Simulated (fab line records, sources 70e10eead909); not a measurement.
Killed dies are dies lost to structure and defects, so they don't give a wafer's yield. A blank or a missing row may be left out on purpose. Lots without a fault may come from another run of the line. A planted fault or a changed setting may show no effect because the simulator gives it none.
fab line records | flow nand_harc
record lots=12 wafers=36 last_day=33
route steps=1302 shown A_CHANNEL_HOLE_D2@603 A_CHANNEL_FILL_D2@613 A_STAIRCASE@639 END@1302
lots that met no fault: from a run of the same line without faults
start_h: hours from the record's first day to the start of the lot's first wafer shown | wait_h: hours since the lot's step before | " the same as in the row above | L1.1+2: a row that stands for several wafers | - no value, or no start given | * or withheld: withheld | < > ~ a bound
route shown NAME@n: a module of which the file shows steps, and the number in the route of the first | usual: mean/standard deviation of fault-free wafers | same: alike in all rows | chamber/n: place in a boat | sites: the reading at each site | _std_site: their standard deviation | _edge_site: outer sites' mean less inner sites' | radius_mm: how far each site lies from the wafer's centre | mask NAME#n: copy n | behind: the tool/chamber that last shaped the wafer | hold: why the lot was held/for how many hours/how that ended | device: the transistor (n, p or np) that didn't switch | end of line: the same wafers' tests at the end of the route | a step without rows: its recipe alone | killed: dies lost to structure and defects at the first sort, not the wafer's yield | map: a wafer's dies, x killed, . not, _ none there
set.NAME: the setting as run; set.NAME@STEP: as run at that earlier step | model.NAME: the simulator's own value behind a step, which no gauge read
steps of the route over a sample of lots; a table a step, a row a wafer
services: from which hour (start_h, from the record's first day; less than 0 if before it) a tool's chamber was out of use, for how many hours, and why
## steps
# step NHARC_A_CHANNEL_HOLE_D2_ETCH_44
# recipe target_depth_a=1400 overetch_a=140 time_s=77 ion_energy_ev=100 cf4_flow_sccm=80 o2_flow_sccm=20 ar_flow_sccm=0 rf_w=300 bias_w=100 chemistry=CF4/O2
# usual cf4_flow_sccm=80.03/0.23 drypump_motor_current_A=5.73/0.29 oes_ar_750_au=1.000/0.0047 oes_f_703_au=1.000/0.0046 oes_product_au=1.003/0.014 rf_vpp_V=197.3/1.3 showerhead_plenum_p_Torr=1.31/0.047 throttle_valve_pct=13.398/0.0088
# columns lot.wafer tool chamber start_h wait_h cf4_flow_sccm drypump_motor_current_A oes_ar_750_au oes_f_703_au oes_product_au rf_hours_counter_h rf_vpp_V showerhead_plenum_p_Torr throttle_valve_pct
L250.1 rie_diel-11 2 356.90 0.1 79.47 5.99 0.996 0.996 1.002 5.4 198.4 1.39 13.394
L250.2 " 3 " " 80.16 5.49 1.004 0.994 1.008 4.7 197.0 1.28 13.404
L250.5 " 2 " " 79.59 5.95 1.004 1.005 0.992 - 200.6 1.39 13.392
L249.3 rie_diel-12 1 358.74 0.1 79.75 5.93 1.000 0.997 1.007 5.0 197.8 1.36 13.394
L249.6 " 2 " " 79.89 5.61 1.002 1.002 0.981 - 195.4 1.26 13.402
L249.5 " 3 " " 80.06 6.14 1.008 0.991 1.005 - 196.0 1.26 13.403
L252.2 rie_diel-11 3 380.48 0.1 80.37 5.51 0.998 1.002 0.990 6.3 196.4 1.28 13.398
L252.1 " 0 " " 80.23 5.51 1.001 1.007 0.980 5.3 196.9 1.26 13.406
L252.6 " 1 " " 80.02 5.92 1.002 1.009 0.978 - 198.3 1.35 13.400
L253.4 rie_diel-12 0 381.14 0.1 79.70 5.92 0.997 1.001 1.015 7.2 196.9 1.28 13.390
L253.1 " 1 " " 80.45 5.93 1.000 1.004 0.991 6.7 197.3 1.36 13.423
L253.5 " 2 " " 80.40 5.67 1.002 0.994 0.982 - 195.6 1.26 13.402
L255.1 rie_diel-11 3 406.17 0.1 79.62 5.51 0.995 1.004 1.008 8.1 196.9 1.28 13.393
L255.3 " 0 " " 80.39 5.50 1.003 0.998 0.986 6.9 197.0 1.26 13.406
L255.6 " 0 " " 80.22 5.50 0.999 0.999 0.989 - 195.7 1.26 13.396
L256.3 rie_diel-12 1 415.96 0.0 80.31 5.95 1.006 0.989 1.018 9.5 198.4 1.36 13.391
L256.2 " 2 " " 79.85 5.63 1.003 0.995 0.987 8.3 197.4 1.26 13.406
L256.4 " 3 " " 80.13 6.17 0.997 0.996 1.015 9.5 197.7 1.26 13.396
L257.2 rie_diel-12 0 421.40 0.1 79.70 5.91 0.993 0.999 1.004 9.6 194.8 1.28 13.406
L257.3 " 1 " " 79.48 5.94 1.001 0.996 1.013 9.7 198.2 1.36 13.392
L257.6 " 2 " " 79.70 5.64 0.998 0.997 0.983 - 195.9 1.26 13.392
L259.3 rie_diel-08 3 440.03 0.1 80.11 5.44 0.999 0.992 1.016 2.9 196.7 1.29 13.385
L259.5 " 2 " " 79.91 5.82 1.004 0.996 1.024 - 197.8 1.36 13.398
L259.6 " 3 " " 80.02 5.42 1.004 0.993 1.013 - 196.1 1.29 13.402
L260.2 rie_diel-12 1 468.27 0.1 80.31 5.93 1.004 0.997 1.011 0.7 198.3 1.36 13.398
L260.3 " 2 " " 80.25 5.62 1.001 0.995 0.976 1.2 197.5 1.26 13.403
L260.1 " 0 " " 80.15 5.93 1.011 0.998 1.005 0.7 197.2 1.28 13.406
L261.3 rie_diel-12 1 474.97 0.1 79.82 5.92 1.008 1.003 1.011 0.9 199.0 1.36 13.396
L261.2 " 2 " " 80.22 5.60 0.994 1.006 0.990 1.4 197.1 1.26 13.389
L261.6 " 0 " " 79.68 5.87 0.990 1.002 1.003 - 197.5 1.28 13.395
L262.3 rie_diel-12 3 483.36 0.1 80.42 6.18 0.994 0.999 1.009 1.8 195.1 1.26 13.408
L262.4 " 0 " " 80.22 5.93 0.996 1.009 1.014 - 196.8 1.28 13.407
L262.5 " 1 " " 80.03 5.92 0.996 1.003 1.001 - 198.3 1.36 13.409
L267.3 rie_diel-11 1 535.03 0.1 80.27 5.90 0.997 0.992 0.990 5.4 197.3 1.35 13.401
L267.2 " 3 " " 79.89 5.50 1.001 0.991 1.016 6.1 197.5 1.27 13.400
L267.4 " 0 " " 79.92 5.48 1.000 0.997 0.988 6.1 195.8 1.26 13.402
# step NHARC_A_CHANNEL_FILL_D2_ALD_03
# recipe target_thk_a=60 pulse_time_s=60 ald_cycles=58 temp_c=630 pressure_torr=2 material=SiNx
# usual precursor_pulse_height_rel=0.996/0.02
# columns lot.wafer tool chamber start_h wait_h precursor_pulse_height_rel
L249.3 ald_sin_batch-02 0 - - 1.000
L249.5 " 0 " " 1.045
L249.6 " 0 " " 0.994
L250.1 ald_sin_batch-02 0 - - 0.998
L250.2 " 0 " " 0.970
L250.5 " 0 " " 1.000
L252.1 ald_sin_batch-02 0 - - 1.032
L252.2 " 0 " " 1.025
L252.6 " 0 " " 0.957
L253.1 ald_sin_batch-02 0 - - 0.983
L253.4 " 0 " " 0.990
L253.5 " 0 " " 1.008
L255.1 ald_sin_batch-03 0 - - 1.006
L255.3 " 0 " " 0.981
L255.6 " 0 " " 0.996
L256.2 ald_sin_batch-01 0 - - 0.976
L256.3 " 0 " " 0.974
L256.4 " 0 " " 0.973
L257.2 ald_sin_batch-02 0 - - 1.018
L257.3 " 0 " " 1.000
L257.6 " 0 " " 1.015
L259.3 ald_sin_batch-01 0 - - 0.969
L259.5 " 0 " " 0.969
L259.6 " 0 " " 0.961
L260.1 ald_sin_batch-03 0 - - 1.003
L260.2 " 0 " " 1.004
L260.3 " 0 " " 0.954
L261.2 ald_sin_batch-03 0 - - 1.016
L261.3 " 0 " " 0.995
L261.6 " 0 " " 0.996
L262.3 ald_sin_batch-01 0 - - 1.041
L262.4 " 0 " " 0.969
L262.5 " 0 " " 0.992
L267.2 ald_sin_batch-02 0 - - 0.977
L267.3 " 0 " " 1.000
L267.4 " 0 " " 0.973
# step NHARC_A_CHANNEL_FILL_D2_CVD_09
# recipe target_thk_a=1500 temp_c=620 pressure_mtorr=200 time_s=3000 material=poly-Si
# usual spike_tc_bottom_C=643.6/1.2 spike_tc_centre_C=620.8/1.8 spike_tc_lower_C=620.4/0.97 spike_tc_top_C=639.2/3 spike_tc_upper_C=619.7/1.1 tube_center_temp_C=620/0.059 zone_power_lower_pct=8.57/0.25
# columns lot.wafer tool chamber start_h wait_h spike_tc_bottom_C spike_tc_centre_C spike_tc_lower_C spike_tc_top_C spike_tc_upper_C tube_center_temp_C zone_power_lower_pct
L249.3 lpcvd_poly-04 0 402.73 2.3 643.6 619.3 620.1 641.9 621.9 620.04 8.69
L249.5 " 0 " " 642.9 620.3 619.7 642.2 620.3 620.05 8.61
L249.6 " 0 " " 643.9 619.2 619.3 641.0 620.0 620.04 8.63
L250.1 lpcvd_poly-04 0 402.73 2.2 644.1 618.0 619.4 641.5 621.4 620.02 8.76
L250.2 " 0 " " 644.8 617.9 619.0 641.4 620.8 620.04 8.69
L250.5 " 0 " " 644.0 618.8 619.9 642.3 618.8 619.96 8.62
L252.1 lpcvd_poly-01 0 426.38 2.3 642.2 623.1 620.0 639.8 618.7 619.9 8.70
L252.2 " 0 " " 642.4 622.6 618.6 636.9 619.9 619.99 8.48
L252.6 " 0 " " 643.6 621.1 621.8 640.2 618.2 620.05 8.76
L253.1 lpcvd_poly-01 0 426.38 2.3 641.2 623.6 621.1 637.5 619.3 619.99 8.62
L253.4 " 0 " " 644.7 621.9 620.7 637.7 618.9 620.05 8.66
L253.5 " 0 " " 643.7 623.7 619.1 637.5 619.0 619.97 8.56
L255.1 lpcvd_poly-04 0 448.81 2.3 644.0 619.8 621.3 642.0 621.0 619.92 8.77
L255.3 " 0 " " 643.6 618.0 620.5 643.8 620.2 619.95 8.56
L255.6 " 0 " " 645.1 620.3 620.3 642.3 619.0 620.04 8.71
L256.2 lpcvd_poly-01 0 466.76 2.3 644.0 621.7 620.8 635.8 619.0 620.02 8.65
L256.3 " 0 " " 644.2 622.5 621.8 636.5 620.2 619.82 8.58
L256.4 " 0 " " 643.6 622.4 621.7 639.1 619.6 619.93 8.60
L257.2 lpcvd_poly-01 0 466.76 1.2 642.8 622.2 620.7 636.9 619.1 619.94 8.42
L257.3 " 0 " " 643.0 621.4 622.0 639.1 619.3 620.09 8.53
L257.6 " 0 " " 643.1 622.8 620.7 640.5 618.6 619.93 8.61
L259.3 lpcvd_poly-01 0 489.63 2.3 642.7 623.9 619.7 639.3 619.7 619.98 8.68
L259.5 " 0 " " 640.3 622.4 618.7 641.5 618.5 619.98 8.66
L259.6 " 0 " " 643.3 621.8 621.2 639.1 618.1 620 8.59
L260.1 lpcvd_poly-01 0 519.43 2.3 594.5 571.9 573.5 591.7 569.7 571.2 7.41
L260.2 " 0 " " 595.9 573.8 570.9 591.5 570.2 571.38 7.45
L260.3 " 0 " " 594.9 575.5 571.5 593.2 570.6 571.32 7.46
L261.2 lpcvd_poly-01 0 519.43 2.3 595.4 574.6 571.4 590.9 570.5 571.27 7.43
L261.3 " 0 " " 595.7 573.8 571.2 594.4 568.9 571.35 7.54
L261.6 " 0 " " 595.4 574.0 570.5 591.5 570.9 571.33 7.52
L262.3 lpcvd_poly-03 0 529.33 2.4 645.3 620.7 619.6 633.1 619.1 620 7.95
L262.4 " 0 " " 642.9 619.2 619.9 636.1 619.6 619.97 7.93
L262.5 " 0 " " 645.4 618.4 619.9 632.1 620.8 619.96 7.99
L267.2 lpcvd_poly-04 0 581.97 2.3 642.1 619.7 619.5 640.5 620.2 619.92 8.77
L267.3 " 0 " " 644.6 618.7 619.9 643.2 620.4 620.05 8.74
L267.4 " 0 " " 643.2 620.6 619.9 641.7 620.3 620.1 8.70
# step NHARC_A_CHANNEL_FILL_D2_CMP_10
# recipe target_thk_nm=150
# usual motor_current_A=12.3/1 time_to_endpoint_s=16/3.6
# columns lot.wafer tool chamber start_h wait_h motor_current_A time_to_endpoint_s
L250.1 cmp-01 2 405.94 0.4 12.3 22
L250.2 " 1 " " 13.1 20
L250.5 " 3 " " 11.7 14
L249.3 cmp-03 3 405.97 0.4 10.3 18
L249.5 " 2 " " 11.5 9
L249.6 " 3 " " 9.4 16
L253.4 cmp-01 0 429.55 0.4 11.9 14
L253.1 " 1 " " 14.3 13
L253.5 " 3 " " 11.9 12
L252.1 cmp-03 1 429.55 0.4 12.0 23
L252.2 " 3 " " 9.8 20
L252.6 " 1 " " 12.3 21
L255.1 cmp-04 2 452.05 0.4 13.0 18
L255.3 " 0 " " 11.9 15
L255.6 " 1 " " 13.3 11
L256.3 cmp-01 1 469.95 0.4 14.1 18
L256.2 " 2 " " 13.1 19
L256.4 " 3 " " 11.8 15
L257.2 cmp-04 0 469.97 0.4 11.5 13
L257.3 " 3 " " 11.9 13
L257.6 " 0 " " 11.9 14
L259.3 cmp-04 3 492.85 0.4 12.1 14
L259.6 " 2 " " 13.6 19
L259.5 " 3 " " 12.7 14
L260.2 cmp-01 0 522.62 0.4 13.4 6
L260.1 " 1 " " 14.6 9
L260.3 " 2 " " 12.5 10
L261.2 cmp-03 2 522.65 0.4 12.5 0
L261.3 " 3 " " 10.7 6
L261.6 " 0 " " 11.8 3
L262.3 cmp-03 2 532.49 0.4 12.1 10
L262.4 " 3 " " 10.3 16
L262.5 " 2 " " 11.8 11
L267.3 cmp-01 0 585.18 0.4 12.8 13
L267.2 " 2 " " 12.8 19
L267.4 " 3 " " 11.6 12
# step NHARC_A_STAIRCASE_DEP_156
# recipe target_thk_a=500 temp_c=400 target_thk_nm=50 flow_sccm=200 rf_w=450 material=SiNx
# usual heater_power_w=721/110
# columns lot.wafer tool chamber start_h wait_h heater_power_w
L249.3 pecvd-03 2 406.63 0.1 715
L249.5 " 2 " " 727
L249.6 " 0 " " 612
L250.1 pecvd-01 1 406.63 0.1 582
L250.2 " 0 " " 622
L250.5 " 2 " " 828
L252.2 pecvd-01 1 430.33 0.1 561
L252.1 " 2 " " 782
L252.6 " 2 " " 781
L253.1 pecvd-03 2 430.38 0.1 637
L253.5 " 2 " " 641
L253.4 " 1 " " 742
L255.3 pecvd-01 1 452.77 0.1 559
L255.1 " 0 " " 678
L255.6 " 1 " " 562
L256.2 pecvd-03 0 470.69 0.1 590
L256.3 " 2 " " 668
L256.4 " 0 " " 590
L257.3 pecvd-01 0 470.75 0.2 643
L257.2 " 1 " " 539
L257.6 " 0 " " 636
L259.3 pecvd-03 0 493.84 0.4 668
L259.5 " 0 " " 661
L259.6 " 1 " " 915
L262.4 pecvd-03 0 533.52 0.2 698
L262.3 " 1 " " 850
L262.5 " 0 " " 701
L267.2 pecvd-01 0 585.89 0.1 669
L267.3 " 1 " " 606
L267.4 " 0 " " 651
# step NHARC_END_SORT_01
# recipe temp_c=25
# usual defect_limited_yield=91/3.2 killed_at_array=55/22 killed_at_other=0.9/1.2 killed_at_periphery=3.6/2.3 killed_dies=60/22 killed_open=3.2/1.9 killed_short=2.5/1.6
# same gross_dies=677
# columns lot.wafer tool chamber start_h wait_h defect_limited_yield[%] killed_at_array killed_at_other killed_at_periphery killed_dies killed_open killed_short
L249.3 prober-02 0 617.55 3.1 88 77 2 3 82 2 1
L249.5 prober-02 0 619.11 3.6 87 85 1 0 86 2 2
L249.6 prober-02 0 619.90 3.9 87 82 1 2 85 4 5
L252.1 prober-01 0 639.96 2.5 91 57 1 5 63 4 3
L252.2 prober-01 0 640.76 2.8 92 47 3 3 53 3 4
L252.6 prober-01 0 643.93 4.0 93 47 0 1 48 5 3
L253.1 prober-02 0 640.01 2.5 87 81 0 4 85 3 4
L253.4 prober-02 0 642.40 3.4 84 106 0 3 109 6 2
L253.5 prober-02 0 643.19 3.7 88 75 0 4 79 3 1
L255.1 prober-01 0 655.61 2.5 96 22 2 6 30 4 1
L255.3 prober-01 0 657.21 3.1 95 28 0 3 31 1 2
L255.6 prober-01 0 659.61 4.0 96 22 2 2 26 2 3
L256.2 prober-02 0 688.33 2.8 91 57 1 3 61 3 7
L256.3 prober-02 0 689.14 3.1 92 47 5 1 53 3 2
L256.4 prober-02 0 689.94 3.4 92 51 0 2 53 2 3
L262.3 prober-01 0 758.72 3.1 95 29 0 2 31 2 4
L262.4 prober-01 0 759.53 3.4 94 34 1 4 39 10 0
L262.5 prober-01 0 760.33 3.7 94 39 0 3 42 6 8
# killed by level:class
L249.3 A_CHANNEL_HOLE_D2:chamber_film_flake=27 A_CHANNEL_HOLE_D1:chamber_film_flake=18 A_SLIT:chamber_film_flake=17 A_CONTACT:chamber_film_flake=10 P_M0:chamber_film_flake=2 A_SGD_CUT:chamber_film_flake=2 THIN_TSV:chamber_film_flake=2 A_ONON_D1:geometric_particle:open=1
L249.5 A_CHANNEL_HOLE_D1:chamber_film_flake=25 A_CHANNEL_HOLE_D2:chamber_film_flake=25 A_SLIT:chamber_film_flake=17 A_CONTACT:chamber_film_flake=10 A_WL_FILL:geometric_particle:short=2 A_SGD_CUT:chamber_film_flake=2 A_ONON_D1:geometric_particle:open=1 A_WL_FILL:geometric_particle:open=1
L249.6 A_CHANNEL_HOLE_D2:chamber_film_flake=22 A_SLIT:chamber_film_flake=21 A_CHANNEL_HOLE_D1:chamber_film_flake=20 A_CONTACT:chamber_film_flake=7 A_SGD_CUT:chamber_film_flake=3 A_SOURCE_PLATE:geometric_particle:short=2 A_ONON_D2:geometric_particle:open=2 A_SGD_CUT:geometric_particle:short=2
L252.1 A_SLIT:chamber_film_flake=36 A_CONTACT:chamber_film_flake=5 A_CHANNEL_HOLE_D2:chamber_film_flake=4 P_M0:geometric_particle:open=2 A_CHANNEL_FILL_D2:geometric_particle:short=2 A_ZERO_WELL:chamber_film_flake=2 A_CHANNEL_HOLE_D1:chamber_film_flake=2 A_WL_FILL:chamber_film_flake=2
L253.1 A_CHANNEL_HOLE_D2:chamber_film_flake=25 A_CHANNEL_HOLE_D1:chamber_film_flake=22 A_SLIT:chamber_film_flake=16 A_CONTACT:chamber_film_flake=3 A_ONON_D1:geometric_particle:short=2 A_CHANNEL_FILL_D2:geometric_particle:open=2 P_M2:chamber_film_flake=2 A_ZERO_WELL:chamber_film_flake=2
L252.2 A_SLIT:chamber_film_flake=18 A_CHANNEL_HOLE_D2:chamber_film_flake=13 A_ZERO_WELL:chamber_film_flake=5 A_CONTACT:chamber_film_flake=3 P_CONTACT:geometric_particle:short=2 A_CHANNEL_HOLE_D1:chamber_film_flake=2 THIN_TSV:chamber_film_flake=2 A_CHANNEL_HOLE_D1:geometric_particle:short=1
L253.4 A_SLIT:chamber_film_flake=32 A_CHANNEL_HOLE_D1:chamber_film_flake=30 A_CHANNEL_HOLE_D2:chamber_film_flake=28 A_STAIRCASE:chamber_film_flake=4 A_CONTACT:chamber_film_flake=3 A_DECK1_JOINT:geometric_particle:open=2 A_M0:chamber_film_flake=2 P_GATE:geometric_particle:open=1
L253.5 A_CHANNEL_HOLE_D1:chamber_film_flake=23 A_SLIT:chamber_film_flake=21 A_CHANNEL_HOLE_D2:chamber_film_flake=19 A_CONTACT:chamber_film_flake=6 A_WL_FILL:geometric_particle:open=2 P_ZERO_WELL:chamber_film_flake=2 P_M0:geometric_particle:open=1 A_DECK1_JOINT:geometric_particle:short=1
L252.6 A_SLIT:chamber_film_flake=16 A_CHANNEL_HOLE_D2:chamber_film_flake=14 A_CHANNEL_HOLE_D1:chamber_film_flake=3 A_CHANNEL_HOLE_D2:geometric_particle:open=2 A_DECK1_JOINT:chamber_film_flake=2 A_CONTACT:chamber_film_flake=2 A_BONDPAD:chamber_film_flake=2 P_CONTACT:geometric_particle:short=1
L255.1 A_CHANNEL_HOLE_D1:chamber_film_flake=8 P_M2:chamber_film_flake=5 A_SLIT:chamber_film_flake=4 THIN_TSV:chamber_film_flake=2 P_GATE:geometric_particle:open=1 A_CHANNEL_FILL_D1:geometric_particle:open=1 A_DECK1_JOINT:geometric_particle:open=1 A_CHANNEL_FILL_D2:geometric_particle:short=1
L255.3 A_CHANNEL_HOLE_D1:chamber_film_flake=9 A_SLIT:chamber_film_flake=9 A_CONTACT:chamber_film_flake=3 P_M2:chamber_film_flake=2 A_M1:chamber_film_flake=2 P_CONTACT:geometric_particle:open=1 A_CHANNEL_FILL_D2:geometric_particle:short=1 A_WL_FILL:geometric_particle:short=1
L255.6 A_CHANNEL_HOLE_D1:chamber_film_flake=5 A_SLIT:chamber_film_flake=5 P_M2:chamber_film_flake=2 A_SGD_CUT:chamber_film_flake=2 THIN_TSV:chamber_film_flake=2 A_SOURCE_PLATE:geometric_particle:open=1 A_CHANNEL_HOLE_D1:geometric_particle:short=1 A_CHANNEL_FILL_D1:geometric_particle:short=1
L256.2 A_CHANNEL_HOLE_D2:chamber_film_flake=17 A_CHANNEL_HOLE_D1:chamber_film_flake=11 A_CONTACT:chamber_film_flake=6 A_STAIRCASE:chamber_film_flake=5 A_WL_FILL:chamber_film_flake=5 A_SLIT:chamber_film_flake=3 A_CHANNEL_FILL_D1:geometric_particle:short=2 A_DECK1_JOINT:geometric_particle:short=2
L256.3 A_CHANNEL_HOLE_D2:chamber_film_flake=16 A_CHANNEL_HOLE_D1:chamber_film_flake=10 A_WL_FILL:chamber_film_flake=4 A_CONTACT:chamber_film_flake=4 A_STAIRCASE:chamber_film_flake=3 A_CHANNEL_FILL_D1:chamber_film_flake=2 A_SGD_CUT:chamber_film_flake=2 HYBRID_BOND:chamber_film_flake=2
L256.4 A_CHANNEL_HOLE_D2:chamber_film_flake=26 A_CHANNEL_HOLE_D1:chamber_film_flake=11 A_WL_FILL:chamber_film_flake=3 P_ZERO_WELL:chamber_film_flake=2 A_ONON_D1:geometric_particle:short=1 A_ONON_D1:geometric_particle:open=1 A_WL_FILL:geometric_particle:short=1 A_CONTACT:geometric_particle:open=1
L262.3 A_SLIT:chamber_film_flake=9 A_CHANNEL_HOLE_D1:chamber_film_flake=5 A_ZERO_WELL:chamber_film_flake=3 A_WL_FILL:chamber_film_flake=3 A_CONTACT:chamber_film_flake=3 A_DECK1_JOINT:geometric_particle:short=2 A_CHANNEL_FILL_D1:geometric_particle:open=1 A_ONON_D2:geometric_particle:short=1
L262.4 A_CHANNEL_HOLE_D1:chamber_film_flake=12 A_SLIT:chamber_film_flake=11 P_GATE:geometric_particle:open=2 A_CHANNEL_FILL_D2:geometric_particle:open=2 A_CONTACT:chamber_film_flake=2 P_CONTACT:geometric_particle:open=1 A_DECK1_JOINT:geometric_particle:open=1 A_SGD_CUT:geometric_particle:open=1
L262.5 A_CHANNEL_HOLE_D1:chamber_film_flake=11 A_SLIT:chamber_film_flake=8 A_CHANNEL_FILL_D1:geometric_particle:short=3 A_STAIRCASE:chamber_film_flake=3 A_ONON_D1:geometric_particle:short=2 A_M0:geometric_particle:open=2 P_ZERO_WELL:chamber_film_flake=2 A_WL_FILL:chamber_film_flake=2
## services
# columns tool chamber start_h hours kind
cmp-03 - 335.13 3.9 repair
cmp-01 - 338.69 5.2 repair
pecvd-01 - 342.15 15.5 repair
pecvd-03 1 348.44 4.1 repair
cmp-03 - 358.10 4.0 pm
pecvd-03 - 366.62 13.0 pm
cmp-01 - 381.72 4.0 pm
cmp-03 - 404.12 0.3 repair
cmp-01 - 417.38 1.9 repair
rie_diel-11 - 432.50 9.0 pm
rie_diel-12 - 445.40 9.0 pm
pecvd-03 - 457.40 0.9 repair
cmp-01 - 472.65 1.0 repair
cmp-01 - 479.72 4.0 pm
rie_diel-12 2 480.76 34.4 repair
pecvd-01 - 482.79 0.5 repair
pecvd-01 - 494.35 13.0 pm
rie_diel-12 3 512.03 5.4 repair
pecvd-03 2 515.29 18.8 repair
pecvd-03 - 519.51 0.9 repair
pecvd-03 - 547.62 13.0 pm
pecvd-01 - 557.62 0.6 repair
lpcvd_poly-01 - 566.43 26.0 pm
cmp-01 - 577.72 4.0 pm
## key
first_sign step=NHARC_A_CHANNEL_FILL_D2_CVD_09 reading=tube_center_temp_C direction=down sigmas=99+ usual=* struck=*
effect step=NHARC_A_CHANNEL_FILL_D2_CVD_09 reading=spike_tc_lower_C direction=down sigmas=51 usual=620.4 struck=571.5
effect step=NHARC_A_CHANNEL_FILL_D2_CMP_10 reading=time_to_endpoint_s direction=down sigmas=2.8 usual=* struck=*
met_at NHARC_A_CHANNEL_FILL_D2_CVD_09
struck_lots L260,L261
scrapped_behind NHARC_A_CHANNEL_FILL_D2_THK_MEAS_11 L260.1,L260.2,L260.3,L261.2,L261.3,L261.6
not_acting_at NHARC_A_CHANNEL_HOLE_D2_ETCH_44,NHARC_A_CHANNEL_FILL_D2_ALD_03,NHARC_A_STAIRCASE_DEP_156
onset_between 489.63 519.43
fault kind=process_parameter_drift tool=lpcvd_poly-01 chamber=- onset_h=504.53 steps=NHARC_A_CHANNEL_FILL_D2_CVD_09 channel=temp_c offset=* shape=step end_h=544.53 acts_in=* stated=*
